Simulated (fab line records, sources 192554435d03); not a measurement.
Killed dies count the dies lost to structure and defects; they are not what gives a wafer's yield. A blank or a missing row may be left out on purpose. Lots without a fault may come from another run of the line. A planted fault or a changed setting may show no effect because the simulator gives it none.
One fault through the eyes of 2 desks	flow n5Finfet	only its own numbers are on each desk; what lay behind them is given at the end

THE TOOL OWNER'S DESK: pecvd-01
The tool's own readings at N5_FIN_SAQP_PECVD_48 (deposits SiNx from SiH4/NH3/N2, target thk 25 nm, time 22.1 s): means of the sampled wafers that have a number, for each lot that ran on this tool. If a lot's mean is further than 4 standard deviations from the usual mean, the lot is out of limits and carries the mark OUT (the distance appears in the brackets).
Columns: A = heaterPowerW at N5_FIN_SAQP_PECVD_48, usual 777 W; B = showerheadPlenumPTorr at N5_FIN_SAQP_PECVD_48, usual 5.16 Torr; C = showerheadVppV at N5_FIN_SAQP_PECVD_48, usual 1048 V; D = throttleValvePct at N5_FIN_SAQP_PECVD_48, usual 40.3 %
lot	first seen here	A	B	C	D
L631	day 2 08:41	873	5.11	1009	43.7
L641	day 4 21:31	793	5.12	1056	41.0
L650	day 7 03:37	775	5.11	1093	38.3
This desk's verdict: no lot among the 3 shows anything out of limits.

AT THE METROLOGY DESK
Lot by lot, what the gauges showed, no matter which tool ran the lot: averages of those sampled wafers that carry a number. If a lot's mean is further than 4 standard deviations from the usual mean, the lot is out of limits and carries the mark OUT (the distance appears in the brackets). 7 of its 10 readings are shown, namely those furthest out on some lot.
Columns: A = DIBL_N at N5_BEOL_M4_RC_MEAS_101, usual 35.9 mV/V; B = IOFF_P at N5_BEOL_M4_RC_MEAS_101, usual 0.21 nA/um; C = ION_N at N5_BEOL_M4_RC_MEAS_101, usual 672 uA/um; D = ION_P at N5_BEOL_M4_RC_MEAS_101, usual 462 uA/um; E = SS_P at N5_BEOL_M4_RC_MEAS_101, usual 73.2 mV/dec; F = VT_N at N5_BEOL_M4_RC_MEAS_101, usual 250 mV; G = VT_P at N5_BEOL_M4_RC_MEAS_101, usual -250 mV
lot	first seen here	A	B	C	D	E	F	G
L631	day 8 16:59	32.9	0.14	647	444	72.9	257	-258
L642	day 11 05:10	35.5	0.22	670	465	73.1	250	-246
L641	day 11 13:04	36.2	0.24	675	468	73.2	249	-247
L646	day 11 21:08	38.2	0.25	680	470	73.9	246	-249
L647	day 12 23:16	36.8	0.20	680	466	73.2	252	-253
L649	day 13 07:49	36.2	0.24	682	471	73.2	246	-247
L651	day 13 22:01	37.3	0.23	682	467	74.2	249	-248
L650	day 13 22:16	36.2	0.21	667	457	73.3	251	-249
This desk's verdict: no lot among the 8 shows anything out of limits.

PUT TOGETHER
Nothing out of limits was seen by the tool owner's desk.
Metrology desk: nothing out of limits seen.

WHAT THE SIMULATOR HAD PUT IN
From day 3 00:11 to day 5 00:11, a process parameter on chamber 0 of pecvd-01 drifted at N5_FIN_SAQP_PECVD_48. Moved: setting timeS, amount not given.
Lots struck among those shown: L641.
